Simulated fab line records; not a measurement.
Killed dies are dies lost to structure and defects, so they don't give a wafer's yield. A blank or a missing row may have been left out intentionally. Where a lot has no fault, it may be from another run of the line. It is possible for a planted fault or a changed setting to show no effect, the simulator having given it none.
Which tool is to blame? | flow n5-finfet | 12 lots, 36 wafers sampled, at 5 steps of a route of 1938

## WHAT EACH GAUGE READ, for each wafer
N5_BEOL_M9_THK_MEAS_53: measures by xrf.
lot  | measured     | on            | M9_THK (nm)
L075 | day 10 02:07 | film-metro-02 | 139.3 138.7 136.6
L076 | day 10 05:35 | film-metro-01 | 136.5 137.6 136.0
L080 | day 11 03:05 | film-metro-02 | 138.5 138.7 139.0
L081 | day 11 12:13 | film-metro-01 | 137.1 136.0 139.6
L083 | day 11 15:49 | film-metro-02 | 141.8 141.0 141.3
L085 | day 12 12:31 | film-metro-01 | 140.4 137.7 141.0
L087 | day 13 01:47 | film-metro-02 | 137.5 141.0 139.2
L090 | day 13 11:21 | film-metro-01 | 137.1 141.0 140.4
L091 | day 13 20:08 | film-metro-02 | 139.4 137.9 132.0
L093 | day 14 18:47 | film-metro-02 | 137.6 134.8 136.3
L095 | day 14 21:34 | film-metro-01 | 135.7 132.5 132.0
L097 | day 15 15:28 | film-metro-02 | 137.5 134.5 134.9

## EACH LOT AND THE TOOL THAT RAN IT (in order: tool; ch and the chambers of the sampled wafers; start)
lot  | N5_BEOL_M9_STRIP_67                | N5_BEOL_M9_HM_OPEN_17             | N5_BEOL_M9_ALD_74                   | N5_BEOL_M9_SURFACE_TREAT_79
L075 | rie-diel-05 ch 0,1,3, day 9 20:10  | rie-metal-03 ch 0,1, day 9 20:14  | ald-metal-03 ch 0,1, day 10 00:47   | pvd-sputter-02, day 10 01:05
L076 | rie-diel-05 ch 0,2,3, day 10 01:39 | rie-metal-01 ch 0,1, day 10 01:41 | ald-metal-01 ch 0,1,3, day 10 03:44 | pvd-sputter-03, day 10 04:31
L080 | rie-diel-01 ch 0,2,3, day 10 21:50 | rie-metal-03 ch 0, day 10 21:53   | ald-metal-03 ch 0,1, day 10 23:53   | pvd-sputter-01, day 11 00:25
L081 | rie-diel-03 ch 0,1,2, day 11 07:16 | rie-metal-02 ch 0,1, day 11 07:18 | ald-metal-03 ch 0,2,3, day 11 10:52 | pvd-sputter-02, day 11 11:10
L083 | rie-diel-03 ch 0,3, day 11 12:13   | rie-metal-03 ch 0,1, day 11 12:16 | ald-metal-03 ch 1,2,3, day 11 14:22 | pvd-sputter-01, day 11 14:43
L085 | rie-diel-03 ch 1,3, day 12 09:02   | rie-metal-03 ch 0,1, day 12 09:05 | ald-metal-03 ch 0,2,3, day 12 10:47 | pvd-sputter-01, day 12 11:05
L087 | rie-diel-03 ch 0,1,3, day 12 22:17 | rie-metal-02 ch 0,1, day 12 22:19 | ald-metal-01 ch 2,3, day 13 00:23   | pvd-sputter-01, day 13 00:46
L090 | rie-diel-03 ch 0,3, day 13 05:30   | rie-metal-01 ch 0,1, day 13 05:32 | ald-metal-04 ch 0,2, day 13 09:16   | pvd-sputter-03, day 13 09:37
L091 | rie-diel-05 ch 0,1, day 13 14:38   | rie-metal-03 ch 0,1, day 13 14:43 | ald-metal-01 ch 0,1,2, day 13 18:01 | pvd-sputter-03, day 13 19:07
L093 | rie-diel-03 ch 0,1,3, day 14 13:07 | rie-metal-03 ch 1, day 14 13:09   | ald-metal-04 ch 1,2,3, day 14 17:08 | pvd-sputter-01, day 14 17:28
L095 | rie-diel-03 ch 0,1,3, day 14 17:37 | rie-metal-02 ch 0,1, day 14 17:39 | ald-metal-01 ch 1,2,3, day 14 20:17 | pvd-sputter-01, day 14 20:34
L097 | rie-diel-03 ch 1,3, day 15 10:00   | rie-metal-03 ch 0,1, day 15 10:02 | ald-metal-01 ch 1,2,3, day 15 14:04 | pvd-sputter-02, day 15 14:26
- N5_BEOL_M9_STRIP_67: strips in CF4.
- N5_BEOL_M9_HM_OPEN_17: chemistry Cl2/BCl3, target TiN, target depth 20 nm, overetch 6 nm.
- N5_BEOL_M9_ALD_74: deposits TaN, target thk 2 nm, pulse time 2 s, purge time 3 s.
- N5_BEOL_M9_SURFACE_TREAT_79

## THE ANSWER, worked out from the rows above alone
Rule: the usual values come from the lots themselves. The widest of any qualifying gaps counts: lots, ordered by their means at a reading, are off when they make up no more than a third of the lots, leave a main group of 4 or more, and stand apart from it by 3 or more times the standard deviation of that group's means. A main group is skipped when, at the precision printed for the reading in the tables above, its means are all equal. A lot without any number at a reading at which 4 lots or more have one is off too. The other lots that the step has rows for count as sound.
Across all readings shown, no lot is off: no conclusion can be drawn from this.

## WHAT THE SIMULATOR HAD PUT IN
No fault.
